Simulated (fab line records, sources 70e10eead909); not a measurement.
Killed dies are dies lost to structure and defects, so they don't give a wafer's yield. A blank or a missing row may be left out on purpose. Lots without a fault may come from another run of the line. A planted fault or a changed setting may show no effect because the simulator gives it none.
A struck lot beside a sound one | flow nand_harc | 24 steps out of a route of 1302
Sound: wafers L905.1, L905.3, L905.6. Struck: wafer L911.6. (L911.1, L911.5 of the same lot were not struck and are left out.) The cause comes at the end.
At each step with rows: each side's tool, then ch and its chambers, then its first start. Under that, the readings that differ: sound wafers | struck wafers | difference of the means | sigmas: that difference in standard deviations of wafers without a fault.
alike: readings whose means differ by less than 2 such deviations, and words and numbers that are the same on both sides. not compared: withheld readings, readings that some wafer has no value for, bounds like >300 that may hide the same value, and numbers for which the record gives no deviation and whose values overlap.
The two part at a step that has a row with sigmas, a row that says differs or no value, or rows on one side only. Numbers that don't overlap but have no deviation are shown without sigmas and don't part them. A reading that every wafer of one side lacks parts them only if that side has two wafers or more.

NHARC_P_M0_INSPECT_27:
  sound on defect_inspect-02, day 10 18:44; struck on defect_inspect-01, day 13 06:35
  alike: raw_defect_count
NHARC_P_M0_PRE_CLEAN_31: time 12 s.
  sound on pecvd-04 ch 0,1,2, day 10 18:49; struck on pecvd-01 ch 2, day 13 06:40
  alike: heater_power_outer_w, heater_power_w
NHARC_P_M0_DEP_32: deposits SiCN, target thk 30 nm.
  sound on pecvd-04 ch 0,1,2, day 10 18:53; struck on pecvd-01 ch 2, day 13 06:44
  alike: heater_power_outer_w, heater_power_w
then, 8 steps without rows for these wafers: NHARC_P_M1_DEP_00 (deposits SiOC, target thk 182.5 nm); NHARC_P_M1_DEHYDRATE_01 (time 120 s); NHARC_P_M1_HMDS_02 (time 30 s); NHARC_P_M1_COAT_34 (time 65 s); NHARC_P_M1_COAT_03 (resist thk 90 nm); NHARC_P_M1_SOFTBAKE_04 (time 55 s); NHARC_P_M1_EBR_05; NHARC_P_M1_EXPOSE_06 (exposes mask P M1, target cd 130 nm).
NHARC_P_M1_PEB_07: peb time 65 s.
  sound on litho_track-04 ch 0, day 10 19:56; struck on litho_track-04 ch 0, day 13 07:53
then, 1 step without rows for these wafers: NHARC_P_M1_DEVELOP_08 (develop time 35 s).
NHARC_P_M1_CD_MEAS_09: target cd 130 nm.
  sound on cd_sem-01 ch 0, day 10 20:01; struck on cd_sem-02 ch 0, day 13 07:58
  reading    | sound             | struck | difference | sigmas
  cd_nm (nm) | 129.8 130.2 130.4 | 136.3  | +6.2       | +9
NHARC_P_M1_OVL_MEAS_10: pitch 260 nm.
  sound on overlay-01, day 10 20:05; struck on overlay-02, day 13 08:03
  alike: overlay_x_nm, overlay_y_nm
NHARC_P_M1_INSPECT_11:
  sound on defect_inspect-01, day 10 20:08; struck on defect_inspect-02, day 13 08:05
  alike: raw_defect_count
NHARC_P_M1_DESCUM_14: chemistry O2, time 3 s.
  sound on rie_diel-09 ch 0,1,2, day 10 20:12; struck on rie_diel-05 ch 3, day 13 08:09
  reading               | sound             | struck | difference | sigmas
  model.P_M1.cd_nm (nm) | 130.4 131.1 130.8 | 136.3  | +5.5       |
  alike: drypump_motor_current_A, oes_product_au, rf_vpp_V, showerhead_plenum_p_Torr, throttle_valve_pct
  not compared: rf_hours_counter_h
NHARC_P_M1_ETCH_35: etches the open film in N2/H2, target depth 40 nm, overetch 12 nm, time 43.94 s.
  sound on rie_diel-09 ch 0,1, day 10 20:17; struck on rie_diel-05 ch 3, day 13 08:14
  reading                         | sound             | struck | difference | sigmas
  rf_vpp_V (V)                    | 425.3 429.8 426.9 | 433.8  | +6.5       | +3
  showerhead_plenum_p_Torr (Torr) | 1.92 2.04 1.92    | 2.15   | +0.19      | +2
  alike: drypump_motor_current_A, h2_flow_sccm, oes_product_au, throttle_valve_pct
  not compared: rf_hours_counter_h
NHARC_P_M1_ETCH_15: etches the open film in C4F8/Ar, target depth 182.5 nm, time 91.2 s.
  sound on rie_diel-09 ch 0,2; struck on rie_diel-05 ch 3
  reading               | sound             | struck | difference | sigmas
  oes_product_au (a.u.) | 0.914 0.935 0.912 | 0.960  | +0.040     | +2
  alike: rf_vpp_V
  not compared: rf_hours_counter_h
NHARC_P_M1_CD_MEAS_16:
  sound on cd_sem-02, day 10 20:32; struck on cd_sem-03, day 13 08:27
  reading    | sound             | struck | difference | sigmas
  cd_nm (nm) | 129.9 131.1 130.3 | 136.5  | +6.1       | +7
NHARC_P_M1_STRIP_18: strips in N2/H2.
  sound on rie_diel-09 ch 0,1, day 10 20:37; struck on rie_diel-05 ch 1, day 13 08:34
  alike: drypump_motor_current_A, h2_flow_sccm, oes_product_au, power_w, rf_vpp_V, showerhead_plenum_p_Torr, throttle_valve_pct
  not compared: rf_hours_counter_h
NHARC_P_M1_ETCH_28: etches the open film in CF4/N2, target depth 30 nm, time 72.99 s.
  sound on rie_diel-09 ch 1,2; struck on rie_diel-05 ch 1
  reading                     | sound             | struck | difference | sigmas
  drypump_motor_current_A (A) | 5.1 5.2 5.1       | 5.9    | +0.8       | +2
  model.P_M1.cd_nm (nm)       | 130.2 131.2 130.7 | 136.9  | +6.2       |
  alike: cf4_flow_sccm, oes_product_au, rf_vpp_V, showerhead_plenum_p_Torr, throttle_valve_pct
  not compared: rf_hours_counter_h
then, 1 step without rows for these wafers: NHARC_P_M1_STRIP_19 (strips in post etch residue remover, time 600 s).
-- the record jumps here: 18 days lie between the struck wafers' starts before and after (it left off in module P_M1 and takes up again in module END, whose first step shown is number 1302 of the route) --
NHARC_END_SORT_01:
  sound on prober-02 ch 0, day 29 01:41; struck on prober-02 ch 0, day 31 07:44
  alike: defect_limited_yield, killed_at_array, killed_at_other, killed_at_periphery, killed_dies, killed_open, killed_short

WHERE THEY PART
First at NHARC_P_M1_CD_MEAS_09; last, within this record, at NHARC_P_M1_ETCH_28. Later steps at which nothing parts them and some readings are alike: NHARC_END_SORT_01.

WHY: what the simulator had put in
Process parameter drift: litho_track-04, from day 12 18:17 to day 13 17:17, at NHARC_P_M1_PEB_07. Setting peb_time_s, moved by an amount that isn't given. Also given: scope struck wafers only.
